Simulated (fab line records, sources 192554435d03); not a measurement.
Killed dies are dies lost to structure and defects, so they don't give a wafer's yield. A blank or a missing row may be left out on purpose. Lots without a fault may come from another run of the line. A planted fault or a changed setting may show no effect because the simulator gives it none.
Chamber matching | flow n5_finfet | N5_GATE_CUT_STRIP_42 on rie_diel-03: 4 sister chambers
The step strips in O2. 4 wafers are shown with their chamber, then 12 later ones without.

WAFERS WITH THEIR CHAMBER
wafer  | chamber | drypump_motor_current_A (A)
L086.4 | 0       | 4.7
L088.1 | 1       | 6.1
L089.2 | 3       | 5.5
L089.5 | 2       | 5.3

WAFERS WITHOUT THEIR CHAMBER
wafer  | drypump_motor_current_A (A)
L090.2 | 4.8
L090.3 | 5.3
L090.6 | 5.3
L092.1 | 5.5
L092.2 | 6.0
L092.6 | 6.0
L094.1 | 5.3
L094.2 | 5.5
L094.3 | 6.0
L096.2 | 4.8
L096.3 | 5.5
L096.6 | 4.8

WHICH CHAMBER EACH WENT THROUGH
wafer  | from the rows above | in truth
L090.2 | 0                   | 0
L090.3 | 2                   | 2
L090.6 | 2                   | 2
L092.1 | 3                   | 3
L092.2 | 1                   | 1
L092.6 | 1                   | 1
L094.1 | 2                   | 2
L094.2 | 3                   | 3
L094.3 | 1                   | 1
L096.2 | 0                   | 0
L096.3 | 3                   | 3
L096.6 | 0                   | 0
Placed correctly: 12 of 12. Can't be placed from these rows: 0. Placed wrongly: 0.
How it was worked out, from the rows above alone: a wafer's distance from a chamber is the root of the sum, over the readings, of the square of ((its reading less the chamber's mean) divided by the reading's scatter). The wafer belongs to the nearest chamber; if the next one is less than 2 further off, it can't be placed. A chamber's mean is the mean of its shown wafers. The scatter: with one shown wafer a chamber, the root of the mean of the squares of how far each hidden wafer lies from its nearest shown one.
